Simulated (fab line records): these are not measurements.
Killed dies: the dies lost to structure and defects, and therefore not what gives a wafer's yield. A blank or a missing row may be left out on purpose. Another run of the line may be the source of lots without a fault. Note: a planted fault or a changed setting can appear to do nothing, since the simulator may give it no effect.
Which tool was responsible?	flow nand-harc	12 lots with 36 wafers sampled at 5 steps, on a route of 1302 steps

## WHAT THE GAUGES READ, wafer by wafer
NHARC_END_SORT_01.
lot	measured	on	killed-at-array	killed-at-other	killed-at-periphery	killed-dies	killed-open	killed-short
L704	day 24 13:38	prober-01	55 70 58	0 2 1	4 8 5	59 80 64	2 2 3	5 2 3
L717	day 29 03:23	prober-02	78 88 96	0 0 0	12 5 5	90 93 101	5 2 2	1 1 2
L716	day 29 02:34	prober-01	47 41 50	2 1 1	1 2 1	50 44 52	5 2 1	3 2 5
L723	day 33 08:45	prober-02	672 673 70	0 0 0	5 4 13	677 677 83	7 3 2	3 2 4
L726	day 33 07:13	prober-01	40 672 44	4 0 1	7 5 5	51 677 50	2 2 2	5 8 1
L725	day 33 15:49	prober-02	62 71 670	0 1 3	2 1 4	64 73 677	2 6 3	1 2 2
L727	day 34 00:46	prober-01	59 55 42	2 3 1	1 0 6	62 58 49	1 2 4	2 2 2

## WHAT TOOL EACH LOT RAN ON (gives the tool, then ch and the chambers of the sampled wafers, and finally the start)
lot	NHARC_A_CONTACT_ETCH_106	NHARC_A_CONTACT_ETCH_88	NHARC_A_CONTACT_ETCH_137	NHARC_A_CONTACT_ETCH_138
L704	rie-diel-05 ch 0,1,2, day 22 03:21	rie-diel-01 ch 0,2,3, day 22 06:45	har-cap-etch-03 ch 0,1, day 22 08:46	har-cap-etch-03 ch 0,1, day 22 09:02
L706	rie-diel-01 ch 0,2,3, day 22 17:29	rie-diel-01 ch 0,1,2, day 22 20:53	har-cap-etch-02 ch 0,1, day 22 22:41	har-cap-etch-02 ch 0,1, day 22 22:57
L712	rie-diel-01 ch 0,1,3, day 25 15:19	rie-diel-11 ch 0,1,3, day 25 18:35	har-cap-etch-02 ch 0,1, day 25 20:28	har-cap-etch-02 ch 0,1, day 25 20:44
L710	rie-diel-11 ch 0,2,3, day 25 17:35	rie-diel-01 ch 0,3, day 25 20:51	har-cap-etch-01 ch 0,1, day 25 23:22	har-cap-etch-01 ch 0,1, day 25 23:52
L713	rie-diel-05 ch 0,2,3, day 25 22:56	rie-diel-11 ch 0,2,3, day 26 03:14	har-cap-etch-02 ch 0,1, day 26 05:07	har-cap-etch-02 ch 0,1, day 26 05:23
L717	rie-diel-05 ch 0,1,2, day 26 18:21	rie-diel-01 ch 1,2, day 27 01:12	har-cap-etch-01 ch 0,1, day 27 03:17	har-cap-etch-01 ch 0,1, day 27 03:39
L716	rie-diel-01 ch 0,1,3, day 26 20:59	rie-diel-05 ch 1,2, day 27 01:32	har-cap-etch-03 ch 0,1, day 27 03:29	har-cap-etch-03 ch 0,1, day 27 03:46
L715	rie-diel-01 ch 0,2,3, day 27 04:11	rie-diel-01 ch 1,2,3, day 27 07:36	har-cap-etch-02 ch 0,1, day 27 09:25	har-cap-etch-02 ch 0,1, day 27 09:42
L723	rie-diel-01 ch 0,1, day 30 22:16	rie-diel-01 ch 0,1, day 31 05:31	har-cap-etch-03 ch 0,1, day 31 07:37	har-cap-etch-03 ch 0,1, day 31 07:53
L726	rie-diel-01 ch 0,1, day 31 02:40	rie-diel-01 ch 0,1, day 31 07:07	har-cap-etch-01 ch 0,1, day 31 09:06	har-cap-etch-01 ch 0,1, day 31 09:23
L725	rie-diel-05 ch 1,2,3, day 31 08:32	rie-diel-01 ch 0,1,3, day 31 12:42	har-cap-etch-03 ch 0,1, day 31 14:40	har-cap-etch-03 ch 0,1, day 31 14:56
L727	rie-diel-11 ch 1,2, day 31 15:05	rie-diel-11 ch 1,2,3, day 31 23:04	har-cap-etch-01 ch 0,1, day 32 00:50	har-cap-etch-01 ch 0,1, day 32 01:06
- NHARC_A_CONTACT_ETCH_106: etches the open film in CF4/O2, target depth 90 nm, overetch 9 nm, time 49.5 s.
- NHARC_A_CONTACT_ETCH_88: etches the open film in CF4, target depth 39 nm, time 65 s.
- NHARC_A_CONTACT_ETCH_137: etches the open film in C4F8/O2/Ar, time 311 s, target depth 1912 nm.
- NHARC_A_CONTACT_ETCH_138: etches the open film in C4F8/O2/Ar, time 311 s, target depth 1914 nm.

## AS READ BY THE TOOLS THEMSELVES (means over the sampled wafers that have a number; for cases with no such wafer, the mark the record gives instead)
NHARC_A_CONTACT_ETCH_106.
lot	tool	drypump-motor-current-A (A)	oes_ar_750_au (a.u.)	oes-product-au (a.u.)	rf-vpp-V (V)	showerhead-plenum-p-Torr (Torr)	throttle-valve-pct (%)
L704	rie-diel-05	6.1	1.001	1.013	195.8	1.29	13.398
L706	rie-diel-01	5.7	1.000	1.014	196.7	1.29	13.394
L712	rie-diel-01	5.7	0.997	1.009	197.3	1.32	13.388
L710	rie-diel-11	5.7	0.999	1.000	198.0	1.32	13.399
L713	rie-diel-05	6.2	0.996	0.997	196.4	1.28	13.400
L717	rie-diel-05	6.1	0.994	0.999	196.4	1.28	13.397
L716	rie-diel-01	5.7	1.000	1.011	197.8	1.32	13.399
L715	rie-diel-01	5.7	0.999	1.005	196.6	1.29	13.404
L723	rie-diel-01	5.3	0.998	1.009	199.3	1.37	13.394
L726	rie-diel-01	5.7	1.001	1.019	197.9	1.32	13.396
L725	rie-diel-05	5.8	1.002	1.005	196.9	1.28	13.402
L727	rie-diel-11	5.7	0.997	1.000	196.8	1.33	13.393

NHARC_A_CONTACT_ETCH_88.
lot	tool	drypump-motor-current-A (A)	oes-product-au (a.u.)	rf-vpp-V (V)	showerhead-plenum-p-Torr (Torr)	throttle-valve-pct (%)
L704	rie-diel-01	5.8	1.011	150.8	1.72	13.280
L706	rie-diel-01	5.3	1.002	152.0	1.79	13.281
L712	rie-diel-11	5.8	0.991	151.0	1.77	13.287
L710	rie-diel-01	6.1	1.006	149.3	1.68	13.277
L713	rie-diel-11	5.7	1.002	151.8	1.75	13.287
L717	rie-diel-01	4.9	1.008	152.6	1.86	13.281
L716	rie-diel-05	5.9	1.002	151.0	1.75	13.285
L715	rie-diel-01	5.4	1.015	151.0	1.79	13.287
L723	rie-diel-01	5.6	0.862	150.5	1.74	13.280
L726	rie-diel-01	5.3	0.943	152.1	1.82	13.289
L725	rie-diel-01	5.7	0.946	150.9	1.75	13.279
L727	rie-diel-11	5.6	1.008	151.4	1.82	13.279

## THE ANSWER, worked out from the rows above alone
Rule: the lots themselves supply what counts as usual. The widest of any qualifying gaps counts: lots, ordered by their means at a reading, are off when they make up no more than a third of the lots, leave a main group of 4 or more, and stand apart from it by 3 or more times the standard deviation of that group's means. If all means in a main group match to the digits the tables above print for the reading, that group is not used. Also off: a lot with no number at a reading for which 4 or more lots have one. All remaining lots with rows at the step are treated as sound. First the gauges in route order, then the tools' own readings, where a lot's mean is used as printed above. At the first step where some lot is off, the reading lying furthest off is the one used; lots without a number count as furthest.
Off at NHARC_A_CONTACT_ETCH_88 (oes-product-au): L723, L726, L725. The main group: mean 1.005 a.u., standard deviation 0.0065.
If a tool, at that step or one of the process steps before it, ran each lot that is off and ran no sound lot following the first of them, it fits. One candidate fits, namely rie-diel-01 at NHARC_A_CONTACT_ETCH_88. Its last sound lot is L715 (day 27 07:36), its first lot that is off L723 (day 31 05:31): a fault that began between those two fits.
The tool's own readings at NHARC_A_CONTACT_ETCH_88 bear it out: on the lots that are off they differ by more than 5 times the standard deviation of the sound lots' means. oes-product-au reads 0.917 a.u. there against 1.005 a.u. on the sound lots.

## WHAT THE SIMULATOR HAD PUT IN
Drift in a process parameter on rie-diel-01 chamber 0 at NHARC_A_CONTACT_ETCH_88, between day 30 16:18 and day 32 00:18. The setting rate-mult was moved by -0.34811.
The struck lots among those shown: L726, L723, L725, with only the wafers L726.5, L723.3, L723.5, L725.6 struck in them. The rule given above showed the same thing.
